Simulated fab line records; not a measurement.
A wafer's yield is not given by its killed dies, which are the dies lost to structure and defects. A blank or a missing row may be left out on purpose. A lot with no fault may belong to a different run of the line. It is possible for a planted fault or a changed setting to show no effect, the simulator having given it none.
One fault seen from 2 desks    flow n5_finfet    each desk has only its own numbers; what lay behind them comes last

## TOOL OWNER'S DESK, epi_rpcvd-02
The tool's own readings at N5_SD_EPI_P_EPI_21 (deposits SiGe:B, time 355 s): means of the sampled wafers that have a number, for each lot that ran on this tool. The brackets show how far a lot's mean lies from the usual mean; more than 4 standard deviations puts the lot out of limits, marked OUT.
Columns: A = susceptor_temp_C at N5_SD_EPI_P_EPI_21, usual 550.04 C
lot   first seen here  A
L789  day 3 23:40      549.85
L796  day 5 23:52      550.61
L799  day 6 14:14      550.38
L800  day 6 20:37      549.10
L801  day 7 02:19      549.33
L802  day 7 07:24      548.66 (-5.1) OUT
This desk's finding: out of limits on L802; first on L802, day 7 07:24 (susceptor_temp_C at N5_SD_EPI_P_EPI_21). L789, L796, L799, L800, L801: within limits.

## FROM THE METROLOGY DESK
Lot by lot, what the gauges showed, no matter which tool ran the lot: averages of those sampled wafers that carry a number. The brackets show how far a lot's mean lies from the usual mean; more than 4 standard deviations puts the lot out of limits, marked OUT. Shown here are 7 of its 11 readings, the ones lying furthest out on some lot.
Columns: A = SD_P_BLK_OVL at N5_SD_EPI_P_OVL_MEAS_10, usual 0.0 nm; B = DIBL_N at N5_BEOL_M4_RC_MEAS_101, usual 36.0 mV/V; C = IOFF_P at N5_BEOL_M4_RC_MEAS_101, usual 0.21 nA/um; D = ION_N at N5_BEOL_M4_RC_MEAS_101, usual 675 uA/um; E = ION_P at N5_BEOL_M4_RC_MEAS_101, usual 464 uA/um; F = SS_N at N5_BEOL_M4_RC_MEAS_101, usual 71.5 mV/dec; G = VT_P at N5_BEOL_M4_RC_MEAS_101, usual -249 mV
lot   first seen here  A     B     C     D    E    F     G
L786  day 3 05:38      -0.6  36.5  0.19  666  453  71.7  -253
L789  day 3 22:06      0.8   34.8  0.16  658  452  71.9  -258
L790  day 4 09:17      0.5   33.9  0.20  677  464  70.9  -250
L796  day 5 21:44      0.1   37.0  0.24  676  460  72.3  -246
L798  day 6 08:05      0.6   35.9  0.20  684  472  71.1  -251
L799  day 6 11:58      -0.2  36.0  0.24  670  466  71.5  -247
L800  day 6 18:37      -0.1  34.8  0.19  666  460  71.3  -251
L801  day 7 00:32      0.3   36.7  0.18  677  454  71.4  -253
L802  day 7 05:54      -1.7  35.4  0.22  671  461  71.5  -249
L807  day 8 12:05      -0.1  33.4  0.21  670  467  71.1  -248
L808  day 8 19:50      0.0   35.6  0.22  668  462  71.4  -248
This desk's verdict: no lot among the 11 shows anything out of limits.

## ALL TOGETHER
The tool owner's desk had the chance to raise an alarm at day 7 07:24 on L802.
Nothing out of limits was seen by the metrology desk.
The metrology desk has L802 on record, within its limits.
The lots listed all ran N5_SD_EPI_P_EPI_21 on epi_rpcvd-02.

## WHAT HAD BEEN PUT IN BY THE SIMULATOR
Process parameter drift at N5_SD_EPI_P_EPI_21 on epi_rpcvd-02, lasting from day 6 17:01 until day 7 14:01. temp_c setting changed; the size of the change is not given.
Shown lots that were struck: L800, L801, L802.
Hours from the fault's start to each desk's first reading out of limits: the tool owner's desk, 14.
